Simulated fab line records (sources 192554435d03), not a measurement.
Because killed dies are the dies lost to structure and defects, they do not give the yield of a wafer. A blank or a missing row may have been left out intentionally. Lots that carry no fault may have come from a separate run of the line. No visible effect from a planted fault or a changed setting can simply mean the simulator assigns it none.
Chamber matching	flow n5 finfet	N5_HKMG_FIN_ALD_74 on ald hk-03 has 4 sister chambers
The step deposits La2O3, target thk 0.5 nm, pulse time 6 s, co reactant pulse time 1 s. 4 wafers are shown with their chamber, then 7 later ones without.

EACH WAFER AND ITS CHAMBER
wafer	chamber	heater power w (W)
L077.2	3	305
L077.5	1	393
L082.2	2	340
L082.5	0	381

WAFERS WHOSE CHAMBER IS MISSING
wafer	heater power w (W)
L082.6	413
L084.1	326
L084.3	402
L084.6	378
L090.1	304
L090.4	330
L090.6	400

CHAMBER TAKEN BY EACH
wafer	from the rows above	in truth
L082.6	can't be placed: 1 or 0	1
L084.1	can't be placed: 2 or 3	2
L084.3	can't be placed: 1 or 0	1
L084.6	can't be placed: 0 or 1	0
L090.1	3	3
L090.4	can't be placed: 2 or 3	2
L090.6	can't be placed: 1 or 0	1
Placed correctly: 1 of 7. Cannot be placed on the basis of these rows: 6; the candidates contain the true chamber in 6. Placed wrongly: 0.
How it was worked out, from the rows above alone: a wafer's distance from a chamber is the root of the sum, over the readings, of the square of ((its reading less the chamber's mean) divided by the reading's scatter). If the next closest chamber is less than 2 further off than the closest, the wafer can't be placed; otherwise it belongs to the closest. The mean given for a chamber averages the wafers shown for that chamber. The scatter: root of mean squared gap, hidden wafer to nearest shown wafer, with one shown wafer a chamber.
